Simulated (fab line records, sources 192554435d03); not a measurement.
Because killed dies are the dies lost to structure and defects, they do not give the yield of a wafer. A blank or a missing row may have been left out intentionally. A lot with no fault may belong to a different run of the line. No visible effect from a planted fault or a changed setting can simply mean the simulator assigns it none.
fab line records	flow n5Finfet	part 2 of 2: steps 28 to 35 of 35
record: lots: 5	wafers: 15	lastDay: 16
route steps=1938 shown BEOL_M9@1453 BEOL_M10@1470
lots with no fault: from the same line, run without faults
startH: start of the lot's first displayed wafer, in hours after the record's first day	waitH: hours from the lot's prior step to this one	" repeats the value in the row above	L1.1+2: a row that stands for several wafers	- no value, or no start given	* or withheld: withheld	< > ~ a bound
route shown NAME@n: a module of which the file shows steps, and the number in the route of the first	usual: mean/standard deviation taken from wafers without a fault	same: alike in all rows	chamber/n: place in a boat	sites: readings site by site	_std_site: how widely they spread, as a standard deviation	_edge_site: outer sites' mean less inner sites'	radiusMm: how far each site lies from the wafer's centre	mask NAME#n: copy n	behind: the last tool/chamber to shape the wafer	hold: why the lot was held/for how many hours/how that ended	device: the n, p or np transistor that did not switch	end of line: tests of these same wafers at the route's end	a step given without rows: its recipe and nothing more	killed: the dies lost at the first sort to structure and to defects; this is not the yield of the wafer	map: per-die view of a wafer (x killed, . not killed, _ where there is no die)
set.NAME: setting as actually run; set.NAME@STEP: the setting as run at that earlier step	model.NAME: the simulator's own value behind a step, which no gauge read
lots at selected steps of the route; one table per step, one row per wafer
services: when a tool's chamber went out of use (startH, in hours from the record's first day, below 0 if earlier), for how many hours, and the reason
== steps ==
step: N5_BEOL_M10_EXPOSE_08
recipe: maskId: M10	na: 1.35	sourceShape: dipole	sigmaInner: 0.411	sigmaOuter: 0.611	polarization: te	doseMj: 53.75
usual: stageVelMmS: 500.02/0.26
lot.wafer	tool	chamber	startH	waitH	mask	stageVelMmS
L078.2	arfiScanner-03	0	235.39	-	M10#0	500.12
L078.4	"	0	"	"	M10#0	500.21
L078.6	"	0	"	"	M10#0	500.31
L079.1	arfiScanner-01	0	255.14	-	M10#0	499.99
L079.4	"	0	"	"	M10#0	500.03
L079.5	"	0	"	"	M10#0	500.28
L080.1	arfiScanner-03	0	258.22	-	M10#0	500.38
L080.2	"	0	"	"	M10#0	500.20
L080.4	"	0	"	"	M10#0	500.04
L087.3	arfiScanner-02	0	307.10	-	M10#0	500.28
L087.4	"	0	"	"	M10#0	500.28
L087.6	"	0	"	"	M10#0	500.18
L084.1	arfiScanner-03	0	307.25	-	M10#0	500.02
L084.3	"	0	"	"	M10#0	500.15
L084.6	"	0	"	"	M10#0	500.03
step: N5_BEOL_M10_PEB_09
recipe: pebTempC: withheld	pebTimeS: 60	resist: CAR-ArF
lot.wafer	tool	chamber	startH	waitH
L078.2+4+6	lithoTrack-05	0	235.44	0.0
L079.1+4+5	lithoTrack-01	0	255.20	0.1
L080.1+2+4	lithoTrack-05	0	258.28	0.1
L087.3+4+6	lithoTrack-01	0	307.14	0.0
L084.1+3+6	lithoTrack-03	0	307.30	0.1
step: N5_BEOL_M10_DEVELOP_10
recipe: developTimeS: 30	developer: TMAH	resist: CAR-ArF	rinseLiquid: diw	dry: airSpin	devTempC: 23
lot.wafer	tool	chamber	startH	waitH
L078.2+4+6	lithoTrack-05	0	-	-
L079.1+4+5	lithoTrack-01	0	-	-
L080.1+2+4	lithoTrack-05	0	-	-
L087.3+4+6	lithoTrack-01	0	-	-
L084.1+3+6	lithoTrack-03	0	-	-
step: N5_BEOL_M10_CD_MEAS_11
recipe: targetCdNm: 64.1	landingEnergyEv: 500	detector: seInlens	polarity: opening
usual: cdNm: 64.3/0.74
lot.wafer	tool	chamber	startH	waitH	cdNm
L078.2	cdSem-01	0	235.51	-	63.6
L078.4	"	0	"	"	63.6
L078.6	"	0	"	"	64.3
L079.1	cdSem-01	0	255.27	-	64.6
L079.4	"	0	"	"	64.6
L079.5	"	0	"	"	64.6
L080.1	cdSem-01	0	258.35	-	64.2
L080.2	"	0	"	"	64.8
L080.4	"	0	"	"	64.9
L087.3	cdSem-01	0	307.21	-	64.3
L087.4	"	0	"	"	64.8
L087.6	"	0	"	"	65.0
L084.1	cdSem-03	0	307.37	-	63.7
L084.3	"	0	"	"	64.8
L084.6	"	0	"	"	63.6
step: N5_BEOL_M10_OVL_MEAS_12
recipe: pointsPerWafer: 44
usual: M10_OVL: 0.0/0.74
lot.wafer	tool	chamber	startH	waitH	M10_OVL[nm]
L078.2	overlay-02	0	235.54	0.0	0.3
L078.4	"	0	"	"	0.2
L078.6	"	0	"	"	0.5
L079.1	overlay-01	0	255.30	0.0	-0.6
L079.4	"	0	"	"	-1.2
L079.5	"	0	"	"	-0.6
L080.1	overlay-02	0	258.38	0.0	-1.1
L080.2	"	0	"	"	-0.8
L080.4	"	0	"	"	-0.6
L087.3	overlay-01	0	307.24	0.0	-1.3
L087.4	"	0	"	"	-0.1
L087.6	"	0	"	"	0.5
L084.1	overlay-01	0	307.40	0.0	0.4
L084.3	"	0	"	"	-0.8
L084.6	"	0	"	"	0.0
step: N5_BEOL_M10_INSPECT_13
recipe: mode: adi	inspectInstrument: brightfield
usual: rawDefectCount: 416/100
lot.wafer	tool	chamber	startH	waitH	rawDefectCount
L078.2	defectInspect-02	-	235.56	0.0	548
L078.4	"	-	"	"	396
L078.6	"	-	"	"	338
L079.1	defectInspect-01	-	255.32	0.0	293
L079.4	"	-	"	"	301
L079.5	"	-	"	"	322
L080.1	defectInspect-02	-	258.40	0.0	419
L080.2	"	-	"	"	339
L080.4	"	-	"	"	350
L087.3	defectInspect-01	-	307.26	0.0	621
L087.4	"	-	"	"	518
L087.6	"	-	"	"	554
L084.1	defectInspect-02	-	307.43	0.0	212
L084.3	"	-	"	"	414
L084.6	"	-	"	"	283
step: N5_BEOL_M10_DESCUM_16
recipe: chemistry: O2	timeS: 7.9	sourcePowerW: 50	biasPowerW: 20	pressureMtorr: 20	rfFrequencyHz: 2.712e+07	tempC: 40	resist: CAR-ArF	o2FlowSccm: 225
usual: drypumpMotorCurrentA: 5.6/0.45	oesProductAu: 0.81/0.078	rfVppV: 243.5/1.6	showerheadPlenumPTorr: 2.13/0.079	throttleValvePct: 20.44/0.25
same: timeS: 7.9
lot.wafer	tool	chamber	startH	waitH	drypumpMotorCurrentA	oesProductAu	rfHoursCounterH	rfVppV	showerheadPlenumPTorr	throttleValvePct
L078.2	rieDiel-05	2	235.64	0.1	5.8	0.65	251	242.6	2.06	20.70
L078.4	"	3	"	"	6.3	0.88	43	242.6	2.07	20.07
L078.6	"	2	"	"	5.7	0.66	-	243.6	2.06	20.68
L079.1	rieDiel-05	0	255.36	0.0	4.7	0.83	67	244.7	2.13	20.20
L079.4	"	3	"	"	6.3	0.86	-	241.8	2.07	20.08
L079.5	"	1	"	"	5.6	0.76	-	242.4	2.04	20.75
L080.1	rieDiel-01	2	258.54	0.1	5.9	0.92	27	246.2	2.27	20.73
L080.2	"	0	"	"	5.8	0.87	38	244.3	2.14	20.47
L080.4	"	2	"	"	5.9	0.91	-	245.3	2.27	20.72
L087.3	rieDiel-03	2	308.36	1.1	6.0	0.81	88	244.8	2.21	20.26
L087.4	"	3	"	"	5.4	0.75	132	244.4	2.19	20.48
L087.6	"	2	"	"	6.0	0.81	-	245.2	2.21	20.26
L084.1	rieDiel-05	1	308.38	1.0	5.6	0.76	153	241.5	2.03	20.73
L084.3	"	3	"	"	6.3	0.85	60	241.6	2.06	20.09
L084.6	"	1	"	"	5.6	0.75	-	242.3	2.03	20.77
step: N5_BEOL_M10_ETCH_61
recipe: chemistry: CF4	target: SiARC	targetDepthA: 390	maskMaterial: CAR-ArF	timeS: 65	ionEnergyEv: 80	pressureMtorr: 40	sourceW: 545	biasW: 36	Ar_flow_sccm: 100	cf4FlowSccm: 100	ends: cleared
usual: drypumpMotorCurrentA: 5.6/0.45	etchRfOnTimeS: 64.9/2.2	oesProductAu: 0.70/0.07	rfVppV: 184.3/1.2	showerheadPlenumPTorr: 2.17/0.078	throttleValvePct: 15.56/0.21
lot.wafer	tool	chamber	startH	waitH	drypumpMotorCurrentA	etchRfOnTimeS	oesProductAu	rfHoursCounterH	rfVppV	showerheadPlenumPTorr	throttleValvePct
L078.2	rieDiel-05	2	235.68	0.0	5.7	65.4	0.57	251	182.6	2.09	15.87
L078.4	"	3	"	"	6.3	66.7	0.74	43	182.8	2.11	15.22
L078.6	"	2	"	"	5.7	65.2	0.57	-	183.2	2.09	15.87
L079.1	rieDiel-05	0	255.39	0.0	4.7	64.4	0.72	67	183.3	2.18	15.38
L079.4	"	3	"	"	6.3	66.1	0.73	-	183.1	2.11	15.23
L079.5	"	1	"	"	5.5	65.2	0.65	-	181.8	2.06	15.74
L080.1	rieDiel-01	2	258.58	0.0	5.9	63.6	0.78	27	187.0	2.27	15.66
L080.2	"	0	"	"	5.8	65.8	0.75	38	183.7	2.19	15.57
L080.4	"	2	"	"	5.9	64.0	0.78	-	187.1	2.27	15.66
L087.3	rieDiel-03	2	308.39	0.0	6.0	62.9	0.71	88	185.3	2.25	15.40
L087.4	"	3	"	"	5.4	68.8	0.64	132	186.5	2.23	15.62
L087.6	"	2	"	"	6.0	62.6	0.71	-	185.5	2.25	15.40
L084.1	rieDiel-05	1	308.42	0.0	5.6	66.2	0.65	153	183.2	2.06	15.76
L084.3	"	3	"	"	6.3	65.6	0.72	60	184.2	2.11	15.24
L084.6	"	1	"	"	5.5	66.1	0.64	-	182.9	2.06	15.75
== services ==
tool	chamber	startH	hours	kind
arfiScanner-03	-	206.95	1.3	pm
pecvd-03	-	209.60	1.2	repair
uvCure-03	-	225.12	2.8	pm
cmp-02	-	225.93	1.8	repair
aldMetal-02	-	226.08	2.8	pm
cmp-02	-	229.14	4.0	pm
aldMetal-02	3	229.30	42.8	repair
rieDiel-01	3	233.35	4.4	repair
pecvd-03	2	237.88	5.4	repair
arfiScanner-03	-	241.45	1.0	pm
uvCure-03	-	247.76	1.0	pm
rieDiel-05	2	248.24	5.7	repair
rtpAnneal-01	-	250.65	1.2	pm
rieDiel-03	1	260.43	9.6	repair
arfiScanner-03	-	261.98	1.6	repair
rieDiel-03	3	273.20	6.0	repair
cmp-02	-	275.01	1.8	repair
rieDiel-05	-	280.28	28.1	pm
arfiScanner-03	-	285.77	1.0	pm
wetBench-04	-	287.69	4.4	pm
cmp-03	-	289.89	0.8	repair
cmp-02	-	294.31	4.3	repair
pecvd-04	1	302.38	10.1	repair
cvdCo-01	-	305.44	6.9	pm
